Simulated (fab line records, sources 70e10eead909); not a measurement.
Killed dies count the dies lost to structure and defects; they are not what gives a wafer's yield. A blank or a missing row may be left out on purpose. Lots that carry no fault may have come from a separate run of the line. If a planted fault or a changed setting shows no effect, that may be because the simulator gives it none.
Matching of chambers    flow nand-harc    3 sister chambers for NHARC_A_DECK1_JOINT_DEP_16 on pecvd-02
The step deposits SiO2, target thk 45 nm. 6 wafers are shown with their chamber, then 12 later ones without.

WAFERS PAIRED WITH THEIR CHAMBERS
wafer   chamber  throttle-valve-pct (%)  heater-power-w (W)
L085.3  1        16.0                    543
L085.6  1        15.9                    539
L085.5  2        16.4                    510
L090.1  0        16.4                    726
L090.5  2        16.7                    623
L090.6  0        16.1                    727

WAFERS WITHOUT THEIR CHAMBER
wafer   throttle-valve-pct (%)  heater-power-w (W)
L090.2  15.5                    521
L090.3  16.7                    620
L090.4  15.7                    538
L093.1  15.6                    547
L093.2  16.5                    618
L093.4  16.5                    618
L093.3  16.7                    781
L093.5  15.8                    564
L093.6  16.3                    778
L096.1  16.5                    673
L096.2  15.5                    513
L096.3  16.5                    730

CHAMBER TAKEN BY EACH
wafer   from the rows above      in truth
L090.2  1                        1
L090.3  can't be placed: 2 or 0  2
L090.4  1                        1
L093.1  1                        1
L093.2  can't be placed: 2 or 0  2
L093.4  can't be placed: 2 or 0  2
L093.3  can't be placed: 0 or 2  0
L093.5  1                        1
L093.6  0                        0
L096.1  can't be placed: 0 or 2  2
L096.2  1                        1
L096.3  0                        0
7 of 12 placed correctly. Can't be placed from these rows: 5 (the true chamber is among the candidates in 5). Wrongly placed: 0.
How it was worked out, from the rows above alone: a wafer's distance from a chamber is the root of the sum, over the readings, of the square of ((its reading less the chamber's mean) divided by the reading's scatter). The wafer belongs to the nearest chamber; if the next one is less than 2 further off, it can't be placed. Each chamber's mean is taken over the wafers shown for it. The scatter is the square root of a quotient: the sum, over the shown wafers, of each reading's squared deviation from its chamber's mean, divided by wafers minus chambers.
